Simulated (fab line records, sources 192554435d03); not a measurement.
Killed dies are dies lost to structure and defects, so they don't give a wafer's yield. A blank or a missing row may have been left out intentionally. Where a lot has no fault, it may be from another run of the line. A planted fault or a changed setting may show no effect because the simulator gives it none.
Chamber matching :: flow n5 finfet :: rie diel-05 running N5_BEOL_M0_ETCH_128: 4 sister chambers
The step etches SiCN in CF4/N2, target depth 12 nm, overetch 5.1 nm, time 21.4 s. 8 wafers are shown with their chamber, then 12 later ones without.

## WAFERS WITH THEIR CHAMBER
wafer: L083.3
chamber: 2
drypump motor current A (A): 4.9
throttle valve pct (%): 15.22

wafer: L083.4
chamber: 1
drypump motor current A (A): 6.2
throttle valve pct (%): 15.49

wafer: L088.1
chamber: 3
drypump motor current A (A): 5.5
throttle valve pct (%): 15.22

wafer: L088.2
chamber: 1
drypump motor current A (A): 6.2
throttle valve pct (%): 15.50

wafer: L088.3
chamber: 0
drypump motor current A (A): 5.5
throttle valve pct (%): 15.70

wafer: L088.4
chamber: 2
drypump motor current A (A): 4.9
throttle valve pct (%): 15.26

wafer: L088.5
chamber: 0
drypump motor current A (A): 5.5
throttle valve pct (%): 15.70

wafer: L088.6
chamber: 3
drypump motor current A (A): 5.4
throttle valve pct (%): 15.21

## WAFERS MISSING THEIR CHAMBER
wafer: L095.2
drypump motor current A (A): 6.2
throttle valve pct (%): 15.54

wafer: L095.3
drypump motor current A (A): 5.5
throttle valve pct (%): 15.24

wafer: L095.5
drypump motor current A (A): 5.5
throttle valve pct (%): 15.73

wafer: L096.2
drypump motor current A (A): 6.2
throttle valve pct (%): 15.53

wafer: L096.4
drypump motor current A (A): 4.9
throttle valve pct (%): 15.29

wafer: L096.5
drypump motor current A (A): 4.9
throttle valve pct (%): 15.30

wafer: L097.1
drypump motor current A (A): 4.9
throttle valve pct (%): 15.29

wafer: L097.2
drypump motor current A (A): 6.2
throttle valve pct (%): 15.56

wafer: L097.3
drypump motor current A (A): 5.5
throttle valve pct (%): 15.73

wafer: L097.4
drypump motor current A (A): 5.5
throttle valve pct (%): 15.24

wafer: L097.5
drypump motor current A (A): 4.9
throttle valve pct (%): 15.29

wafer: L097.6
drypump motor current A (A): 5.5
throttle valve pct (%): 15.26

## THE CHAMBER EACH PASSED THROUGH
wafer: L095.2
from the rows above: 1
in truth: 1

wafer: L095.3
from the rows above: 3
in truth: 3

wafer: L095.5
from the rows above: 0
in truth: 0

wafer: L096.2
from the rows above: 1
in truth: 1

wafer: L096.4
from the rows above: 2
in truth: 2

wafer: L096.5
from the rows above: 2
in truth: 2

wafer: L097.1
from the rows above: 2
in truth: 2

wafer: L097.2
from the rows above: 1
in truth: 1

wafer: L097.3
from the rows above: 0
in truth: 0

wafer: L097.4
from the rows above: 3
in truth: 3

wafer: L097.5
from the rows above: 2
in truth: 2

wafer: L097.6
from the rows above: 3
in truth: 3
Correct placement for 12 of the 12. From these rows, 0 cannot be placed. Number placed wrongly: 0.
How it was worked out, from the rows above alone: a wafer's distance from a chamber is the root of the sum, over the readings, of the square of ((its reading less the chamber's mean) divided by the reading's scatter). If the next closest chamber is less than 2 further off than the closest, the wafer can't be placed; otherwise it belongs to the closest. For every chamber, the mean is computed from those of its wafers that are shown. The scatter: take each reading less its chamber's mean, square it, sum over the shown wafers, divide by the number of wafers less the number of chambers, and take the root.
